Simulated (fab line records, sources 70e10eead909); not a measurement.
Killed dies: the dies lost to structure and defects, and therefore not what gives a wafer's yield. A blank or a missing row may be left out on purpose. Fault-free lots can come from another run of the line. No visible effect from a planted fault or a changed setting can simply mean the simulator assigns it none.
Chamber matching || flow nandHarc || pecvd-03 running NHARC_A_BONDPAD_DEP_00: 3 sister chambers
The step deposits SiCN, target thk 250 nm. 20 wafers are shown with their chamber, then 10 later ones without.

## WAFERS PAIRED WITH THEIR CHAMBERS
{"wafer": "L880.2", "chamber": 1, "rfFwdPowerW (W)": 451.5, "heaterPowerW (W)": 630}
{"wafer": "L880.4", "chamber": 0, "rfFwdPowerW (W)": 448.7, "heaterPowerW (W)": 561}
{"wafer": "L880.5", "chamber": 2, "rfFwdPowerW (W)": 449.7, "heaterPowerW (W)": 486}
{"wafer": "L884.1", "chamber": 0, "rfFwdPowerW (W)": 449.1, "heaterPowerW (W)": 510}
{"wafer": "L884.3", "chamber": 2, "rfFwdPowerW (W)": 447.9, "heaterPowerW (W)": 577}
{"wafer": "L884.4", "chamber": 0, "rfFwdPowerW (W)": 449.1, "heaterPowerW (W)": 511}
{"wafer": "L887.1", "chamber": 0, "rfFwdPowerW (W)": 451.0, "heaterPowerW (W)": 504}
{"wafer": "L887.4", "chamber": 2, "rfFwdPowerW (W)": 447.0, "heaterPowerW (W)": 581}
{"wafer": "L887.6", "chamber": 1, "rfFwdPowerW (W)": 448.8, "heaterPowerW (W)": 575}
{"wafer": "L888.3", "chamber": 2, "rfFwdPowerW (W)": 447.1, "heaterPowerW (W)": 518}
{"wafer": "L888.4", "chamber": 1, "rfFwdPowerW (W)": 449.1, "heaterPowerW (W)": 626}
{"wafer": "L888.6", "chamber": 2, "rfFwdPowerW (W)": 448.2, "heaterPowerW (W)": 539}
{"wafer": "L889.1", "chamber": 2, "rfFwdPowerW (W)": 449.8, "heaterPowerW (W)": 508}
{"wafer": "L889.2", "chamber": 0, "rfFwdPowerW (W)": 447.5, "heaterPowerW (W)": 569}
{"wafer": "L889.6", "chamber": 0, "rfFwdPowerW (W)": 449.7, "heaterPowerW (W)": 587}
{"wafer": "L892.1", "chamber": 0, "rfFwdPowerW (W)": 449.5, "heaterPowerW (W)": 613}
{"wafer": "L892.5", "chamber": 1, "rfFwdPowerW (W)": 449.4, "heaterPowerW (W)": 495}
{"wafer": "L892.6", "chamber": 2, "rfFwdPowerW (W)": 447.2, "heaterPowerW (W)": 518}
{"wafer": "L894.1", "chamber": 1, "rfFwdPowerW (W)": 448.6, "heaterPowerW (W)": 582}
{"wafer": "L894.3", "chamber": 0, "rfFwdPowerW (W)": 450.5, "heaterPowerW (W)": 590}

SIGNATURES (means of the wafers above)
{"reading": "rfFwdPowerW", "chamber 0": 449.387, "chamber 1": 449.480, "chamber 2": 448.129, "scatter within a chamber": 1.14}
{"reading": "heaterPowerW", "chamber 0": 555.62, "chamber 1": 581.60, "chamber 2": 532.43, "scatter within a chamber": 43.3}
Rule: distance of a wafer from a chamber = root of the sum over the readings of ((wafer's reading minus chamber's mean) / reading's scatter) squared. The wafer belongs to the nearest chamber; if the next one is less than 2 further off, it can't be placed. The scatter: the root of (the sum of the squares of (reading less its chamber's mean) over the shown wafers, divided by (wafers less chambers)).

## WAFERS WITHOUT THEIR CHAMBER
{"wafer": "L894.6", "rfFwdPowerW (W)": 450.1, "heaterPowerW (W)": 546}
{"wafer": "L897.2", "rfFwdPowerW (W)": 449.3, "heaterPowerW (W)": 549}
{"wafer": "L897.3", "rfFwdPowerW (W)": 450.4, "heaterPowerW (W)": 572}
{"wafer": "L897.5", "rfFwdPowerW (W)": 447.3, "heaterPowerW (W)": 525}
{"wafer": "L896.2", "rfFwdPowerW (W)": 446.1, "heaterPowerW (W)": 597}
{"wafer": "L896.3", "rfFwdPowerW (W)": 450.4, "heaterPowerW (W)": 522}
{"wafer": "L896.5", "rfFwdPowerW (W)": 448.9, "heaterPowerW (W)": 601}
{"wafer": "L902.1", "rfFwdPowerW (W)": 448.3, "heaterPowerW (W)": 491}
{"wafer": "L902.4", "rfFwdPowerW (W)": 450.2, "heaterPowerW (W)": 491}
{"wafer": "L902.5", "rfFwdPowerW (W)": 451.9, "heaterPowerW (W)": 540}

## WHICH CHAMBER EACH ONE RAN IN
{"wafer": "L894.6", "from the rows above": "can't be placed: 0 or 1 or 2", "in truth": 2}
{"wafer": "L897.2", "from the rows above": "can't be placed: 0 or 1 or 2", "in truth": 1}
{"wafer": "L897.3", "from the rows above": "can't be placed: 1 or 0 or 2", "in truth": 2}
{"wafer": "L897.5", "from the rows above": "can't be placed: 2 or 0 or 1", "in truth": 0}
{"wafer": "L896.2", "from the rows above": "can't be placed: 2 or 1 or 0", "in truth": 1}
{"wafer": "L896.3", "from the rows above": "can't be placed: 0 or 1 or 2", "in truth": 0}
{"wafer": "L896.5", "from the rows above": "can't be placed: 1 or 0 or 2", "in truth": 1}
{"wafer": "L902.1", "from the rows above": "can't be placed: 2 or 0 or 1", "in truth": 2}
{"wafer": "L902.4", "from the rows above": "can't be placed: 0 or 2 or 1", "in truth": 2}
{"wafer": "L902.5", "from the rows above": "can't be placed: 0 or 1 or 2", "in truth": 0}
Correct placement for 0 of the 10. These rows do not allow placing 10 (true chamber among the candidates in 10). Placed wrongly: 0.
